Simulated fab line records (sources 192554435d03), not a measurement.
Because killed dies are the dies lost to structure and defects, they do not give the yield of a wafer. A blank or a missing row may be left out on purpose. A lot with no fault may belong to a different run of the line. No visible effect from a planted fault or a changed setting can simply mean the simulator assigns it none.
Split-lot study ; flow n5_finfet ; on a route of 1938 steps: 7 lots, 21 wafers read

## THE SPLIT ITSELF
At N5_BEOL_M11_COAT_63 (time 60 s, resist thk 100 nm), the setting spin_rpm was moved away from the recipe's 1500 rpm on 4 of the 21 wafers read, by -9.6% to -4.8%. The other wafers ran this setting at the recipe's value.

The split's own step is where the reading is taken.

## THE READING
SOC_of_BEOL_M11_COAT_63.thk_nm (the simulator's own value, which no gauge read), in nm, at N5_BEOL_M11_COAT_63 (time 60 s, resist thk 100 nm). No usual value for it is given in the file. Here, 17 wafers ran the recipe; their average is 100.0 nm with a standard deviation of 0.28 nm.

wafer;tool, chamber at the split;spin_rpm as run, rpm;against the recipe;SOC_of_BEOL_M11_COAT_63.thk_nm, nm;against lot-mates on the recipe
L075.1;litho_track-03, 0;1500;recipe;100.2;-
L075.6;litho_track-03, 0;1500;recipe;100.2;-
L075.3;litho_track-03, 0;1500;recipe;100.4;-
L076.4;litho_track-02, 0;1500;recipe;100.4;-
L076.5;litho_track-02, 0;1358;-9.5%;106;+5.6
L076.6;litho_track-02, 0;1358;-9.5%;105.6;+5.2
L084.1;litho_track-05, 0;1356;-9.6%;105.2;+5.6
L084.2;litho_track-05, 0;1500;recipe;99.6;-
L084.3;litho_track-05, 0;1500;recipe;99.6;-
L087.1;litho_track-03, 0;1500;recipe;100;-
L087.2;litho_track-03, 0;1500;recipe;100;-
L087.6;litho_track-03, 0;1428;-4.8%;102.4;+2.4
L090.1;litho_track-02, 0;1500;recipe;100.2;-
L090.3;litho_track-02, 0;1500;recipe;99.8;-
L090.6;litho_track-02, 0;1500;recipe;99.8;-
L092.2;litho_track-03, 0;1500;recipe;100;-
L092.3;litho_track-03, 0;1500;recipe;100.2;-
L092.6;litho_track-03, 0;1500;recipe;100.2;-
L097.1;litho_track-05, 0;1500;recipe;99.8;-
L097.6;litho_track-05, 0;1500;recipe;99.8;-
L097.5;litho_track-05, 0;1500;recipe;99.4;-

FIT RESULTS
A straight line over all 21 wafers: SOC_of_BEOL_M11_COAT_63.thk_nm changes by -0.585 nm for each +1% of spin_rpm; r = -0.99; the points scatter about the line by 0.32 nm.
The same after taking each lot's own level away (the mean of its wafers on the recipe; 21 wafers): -0.57 nm for each +1%; r = -1.00; scatter 0.16 nm.
According to that fit, moving spin_rpm by its largest amount changes the reading by 5.5 nm.
Measured against the standard deviation above, the lots' own levels, which go from 99.60 to 100.40 nm, span 2.8 times it.
So the lot-to-lot level changes the slope little: the two slopes agree.
Check: +5.4 nm against its lot-mates is what the line predicts for one of the wafers moved furthest among these (-9.6%) when that wafer is left out of the fit. Against them it came out at +5.6 nm.

## THE OTHER SPLITS THESE WAFERS WENT THROUGH
These wafers also went through other splits before the reading. Each is held against what the fit with the lots' levels taken away leaves over:
other split on the same wafers;wafers away from the commonest value;r with SOC_of_BEOL_M11_COAT_63.thk_nm (lot level and that fit taken away)
N5_BEOL_M7_ETCH_62 source_w;12;-0.09
N5_BEOL_M7_COAT_71 spin_rpm;5;-0.01
N5_BEOL_M8_VIA_ETCH_34 bias_w;10;+0.10
N5_BEOL_M8_TRENCH_ETCH_37 bias_w;8;-0.19
N5_BEOL_M9_COAT_05 spin_rpm;5;+0.01
N5_BEOL_M10_COAT_22 spin_rpm;6;+0.17
N5_BEOL_M10_PEB_26 peb_time_s;8;-0.16

## FILE'S OWN FIT
SOC_of_BEOL_M11_COAT_63.thk_nm changes by -0.568 nm for each +1% of spin_rpm, r = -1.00.
